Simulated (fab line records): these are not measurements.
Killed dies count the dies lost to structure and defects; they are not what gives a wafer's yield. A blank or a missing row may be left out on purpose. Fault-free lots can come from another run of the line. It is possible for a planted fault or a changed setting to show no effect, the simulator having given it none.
Chamber matching :: flow n5_finfet :: N5_BEOL_M2_PRE_CLEAN_60 on cvd_co-02 has 3 sister chambers
The step time 15 s. 6 wafers are shown with their chamber, then 7 later ones without.

WAFERS WITH THEIR CHAMBER
wafer: L248.1
chamber: 1
heater_power_w (W): 30

wafer: L256.1
chamber: 0
heater_power_w (W): 82

wafer: L256.3
chamber: 1
heater_power_w (W): 30

wafer: L256.6
chamber: 2
heater_power_w (W): 103

wafer: L259.2
chamber: 2
heater_power_w (W): 102

wafer: L259.3
chamber: 0
heater_power_w (W): 83

WAFERS WHOSE CHAMBER IS MISSING
wafer: L259.5
heater_power_w (W): 82

wafer: L262.1
heater_power_w (W): 30

wafer: L262.2
heater_power_w (W): 83

wafer: L262.3
heater_power_w (W): 104

wafer: L264.1
heater_power_w (W): 101

wafer: L264.3
heater_power_w (W): 30

wafer: L264.4
heater_power_w (W): 105

EACH ONE'S CHAMBER
wafer: L259.5
from the rows above: 0
in truth: 0

wafer: L262.1
from the rows above: 1
in truth: 1

wafer: L262.2
from the rows above: 0
in truth: 0

wafer: L262.3
from the rows above: 2
in truth: 2

wafer: L264.1
from the rows above: 2
in truth: 2

wafer: L264.3
from the rows above: 1
in truth: 1

wafer: L264.4
from the rows above: 2
in truth: 2
7 of 7 placed correctly. Can't be placed from these rows: 0. Placed wrongly: 0.
How it was worked out, from the rows above alone: a wafer's distance from a chamber is the root of the sum, over the readings, of the square of ((its reading less the chamber's mean) divided by the reading's scatter). The wafer belongs to the nearest chamber; if the next one is less than 2 further off, it can't be placed. For every chamber, the mean is computed from those of its wafers that are shown. The scatter is the square root of a quotient: the sum, over the shown wafers, of each reading's squared deviation from its chamber's mean, divided by wafers minus chambers.
